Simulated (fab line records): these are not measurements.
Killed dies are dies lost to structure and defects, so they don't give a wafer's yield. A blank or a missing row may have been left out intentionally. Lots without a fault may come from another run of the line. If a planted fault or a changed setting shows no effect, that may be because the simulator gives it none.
A struck lot beside a sound one | flow nand harc | 15 out of 1302 route steps
Sound: the wafers L274.1, L274.2, L274.3. Struck: wafers L276.2, L276.4, L276.6. The cause is named last.
Each step with rows lists, per side, the tool, then ch with its chambers, then its first start. Under that, the readings that differ: sound wafers | struck wafers | difference of the means | sigmas: that difference in standard deviations of wafers without a fault.
alike: same words and numbers on both sides, and readings whose means sit less than 2 such deviations apart. not compared: any withheld reading, any reading some wafer has no value for, any bound like >300 that may hide the same value, and any number with overlapping values for which the record gives no deviation.
The two part at a step that has a row with sigmas, a row that says differs or no value, or rows on one side only. Numbers that don't overlap but have no deviation are shown without sigmas and don't part them. Lack of a reading on every wafer of one side parts them only where that side has two or more wafers.

first, 4 steps without rows for these wafers: NHARC_A_M0_EBR_05; NHARC_A_M0_EXPOSE_06 (exposes mask A M0, target cd 80 nm); NHARC_A_M0_PEB_07 (peb time 65 s); NHARC_A_M0_DEVELOP_08 (develop time 35 s).
NHARC_A_M0_CD_MEAS_09 targets a cd of 80 nm.
  sound on cd sem-03 ch 0, day 29 02:40; struck on cd sem-01 ch 0, day 28 21:23
  alike: cd nm
NHARC_A_M0_OVL_MEAS_10: pitch 160 nm.
  sound on overlay-01 at day 29 02:46; struck on overlay-02 at day 28 21:28
  reading           | sound       | struck         | difference | sigmas
  overlay y nm (nm) | 1.8 0.9 1.7 | -0.4 -0.1 -0.7 | -1.9       | -2
  alike: overlay x nm
NHARC_A_M0_INSPECT_11:
  sound on defect inspect-02 at day 29 02:47; struck on defect inspect-01 at day 28 21:31
  alike: raw defect count
NHARC_A_M0_DESCUM_14: chemistry O2, time 3 s.
  sound on rie diel-11 ch 0,2,3, day 29 02:51; struck on rie diel-09 ch 0,2,3, day 28 21:35
  alike: drypump motor current A, oes product au, rf vpp V, showerhead plenum p Torr, throttle valve pct
  not compared: rf hours counter h
NHARC_A_M0_ETCH_34: etches the open film in N2/H2, target depth 40 nm, overetch 12 nm, time 43.94 s.
  sound on rie diel-11 ch 1,2,3, day 29 02:56; struck on rie diel-09 ch 0,3, day 28 21:40
  alike: drypump motor current A, h2 flow sccm, oes product au, rf vpp V, showerhead plenum p Torr, throttle valve pct
  not compared: rf hours counter h
NHARC_A_M0_ETCH_15: etches the open film in C4F8/Ar, target depth 150 nm, overetch 15 nm, time 82.5 s.
  sound: rie diel-11 ch 0,2,3; struck: rie diel-09 ch 0,2,3
  alike: oes product au, rf vpp V
  not compared: rf hours counter h
NHARC_A_M0_CD_MEAS_16:
  sound on cd sem-03 at day 29 03:09; struck on cd sem-03 at day 28 21:56
  alike: cd nm
NHARC_A_M0_STRIP_18: strips in N2/H2.
  sound on rie diel-08 ch 0,1,2, day 29 03:14; struck on rie diel-08 ch 0,1,3, day 28 22:02
  alike: chamber pressure mTorr, drypump motor current A, h2 flow sccm, oes product au, rf vpp V, showerhead plenum p Torr, throttle valve pct
  not compared: rf hours counter h
NHARC_A_M0_STRIP_19: strips in post etch residue remover, time 600 s.
  sound on wet bench-09 ch 1,2,4, day 29 03:31; struck on wet bench-09 ch 1,3,6, day 28 22:17
  no value came back on the struck wafers for bath heat duty pct (%), run length s (s); on the sound wafers bath heat duty pct (%) reads 14.1 15.1 12.9
NHARC_A_M0_DEGAS_28: time 60 s.
  sound on pvd sputter-02 at day 29 03:47; struck on pvd sputter-03 at day 28 22:33
  alike: heater power w, susceptor temp C
NHARC_END_SORT_01:
  sound on prober-02 ch 0, day 30 20:44; struck on prober-01 ch 0, day 30 13:14
  alike: defect limited yield, killed at array, killed at other, killed at periphery, killed dies, killed open, killed short

== WHERE THEY PART ==
First at NHARC_A_M0_OVL_MEAS_10; last, within this record, at NHARC_A_M0_STRIP_19. Later steps at which nothing parts them and some readings are alike: NHARC_A_M0_DEGAS_28, NHARC_END_SORT_01.

WHY: what had been put in by the simulator
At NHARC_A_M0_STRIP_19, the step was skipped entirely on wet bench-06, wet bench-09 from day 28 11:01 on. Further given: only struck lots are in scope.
